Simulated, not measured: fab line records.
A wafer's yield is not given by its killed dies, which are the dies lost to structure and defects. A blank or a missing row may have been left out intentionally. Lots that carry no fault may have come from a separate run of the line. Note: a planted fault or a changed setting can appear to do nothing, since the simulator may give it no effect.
Matching of chambers -- flow n5_finfet -- N5_BEOL_M4_CO_CAP_55 on cvd_co-01: 3 sister chambers
The step material Co, precursor CCTBA/H2, target thk 2 nm, time 102.1 s. 14 wafers are shown with their chamber, then 7 later ones without.

## WAFERS, EACH WITH ITS CHAMBER
wafer,chamber,heater_power_w (W)
L074.1,1,256
L074.3,2,213
L074.4,2,220
L078.3,2,221
L078.4,0,234
L078.5,2,215
L085.1,1,251
L085.2,0,230
L085.6,1,252
L091.1,0,232
L091.3,2,220
L091.5,1,251
L093.1,2,225
L093.5,2,217

SIGNATURES (averages over the wafers above)
reading,chamber 0,chamber 1,chamber 2,scatter within a chamber
heater_power_w,232.00,252.50,218.71,3.34
Rule: for each reading, subtract the chamber's mean from the wafer's reading, divide by that reading's scatter and square the result; add these up over the readings and take the root, which gives the wafer's distance from the chamber. If the next closest chamber is less than 2 further off than the closest, the wafer can't be placed; otherwise it belongs to the closest. The scatter: the root of (the sum of the squares of (reading less its chamber's mean) over the shown wafers, divided by (wafers less chambers)).

## WAFERS WHOSE CHAMBER IS MISSING
wafer,heater_power_w (W)
L093.6,247
L095.1,248
L095.2,219
L095.3,224
L094.1,221
L094.2,251
L094.5,219

## EACH ONE'S CHAMBER
wafer,from the rows above,in truth
L093.6,1,1
L095.1,1,1
L095.2,2,2
L095.3,can't be placed: 2 or 0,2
L094.1,2,2
L094.2,1,1
L094.5,2,2
Placed correctly: 6 of 7. Cannot be placed on the basis of these rows: 1; the candidates contain the true chamber in 1. Placed wrongly: 0.
